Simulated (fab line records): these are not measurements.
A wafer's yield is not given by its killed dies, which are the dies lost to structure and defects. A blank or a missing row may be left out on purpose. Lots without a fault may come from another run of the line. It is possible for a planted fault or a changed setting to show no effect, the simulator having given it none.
Problem report in the 8D (eight disciplines) form, filled by code ; flow n5 finfet ; the parts of the form that need people (team, actions taken, sign-off) are left out

== 1. THE PROBLEM ==
Mean of spin speed rpm at N5_GATE_CUT_COAT_07: 1737.8 rpm across 6 wafers in 2 lots; on wafers with no fault it is 1499.9 rpm (standard deviation 0.98). So: +99 or more standard deviations from the usual mean.
The step: resist thk 30 nm.
Seen first at day 5 17:01 on litho track-03, wafer L396.3. At this step, 12 wafers from 4 lots have a number in the record. By rule, "out" or "out of limits" means more than 4 standard deviations away from the usual mean. The other wafers with a number count as sound.

== 2. WHAT IT IS AND WHAT IT IS NOT ==
question;is;is not
which readings at this step;spin speed rpm;resist line temp C
which lots;L396, L397;L393, L399
which wafers of those lots;all that have a number;-
read on which tools;litho track-03;litho track-01
when;from day 5 17:01;"up to then (3 sound wafers); but 3 sound wafers of L399 came after"

== 3. SUSPECTS, AND WHAT RULES EACH OUT ==
Counting: a tool at any process step up to the reading remains a suspect when it ran all the lots that are out and ran no sound lot after the first of those.
- litho track-03 at N5_GATE_CUT_COAT_07 (resist thk 30 nm): kept. All lots that are out passed through it, beginning with L396 at day 5 17:01, and no sound lot followed; its final sound lot before that point was L393 at day 4 23:50. Its own spin speed rpm readings are out on those wafers.
The count leaves litho track-03 at N5_GATE_CUT_COAT_07.

== 4. THE CAUSE (what the simulator had put in) ==
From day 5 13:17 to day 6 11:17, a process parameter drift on litho track-03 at N5_GATE_CUT_COAT_07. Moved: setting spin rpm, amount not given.
Counting left only this tool.

== 5. SEQUENCE OF EFFECTS, ordered by route ==
Each row: a reading where the mean over the struck wafers with a number is more than 3 standard deviations away from the usual. Only readings for which the record gives a usual standard deviation are gone through. hours: the time from each lot's start at the first step in this table that gives one to its start at this step, as a median over the lots. sigmas: the change in usual standard deviations.
hours;step;reading;usual;on struck wafers;change;sigmas
0;N5_GATE_CUT_COAT_07;spin speed rpm;1499.9 rpm;1737.8;+237.9;+99 or more
Here are the process steps it includes:
- N5_GATE_CUT_COAT_07: resist thk 30 nm.
At these later measuring or inspecting steps, every struck wafer for which the step has a row has a number for every such reading, and none has moved that far: N5_BEOL_M4_RC_MEAS_101.

== 6. WHAT WOULD HAVE CAUGHT IT SOONER ==
In this record the first reading out of limits was taken at day 5 17:01, 4 hours after the fault began at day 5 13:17.
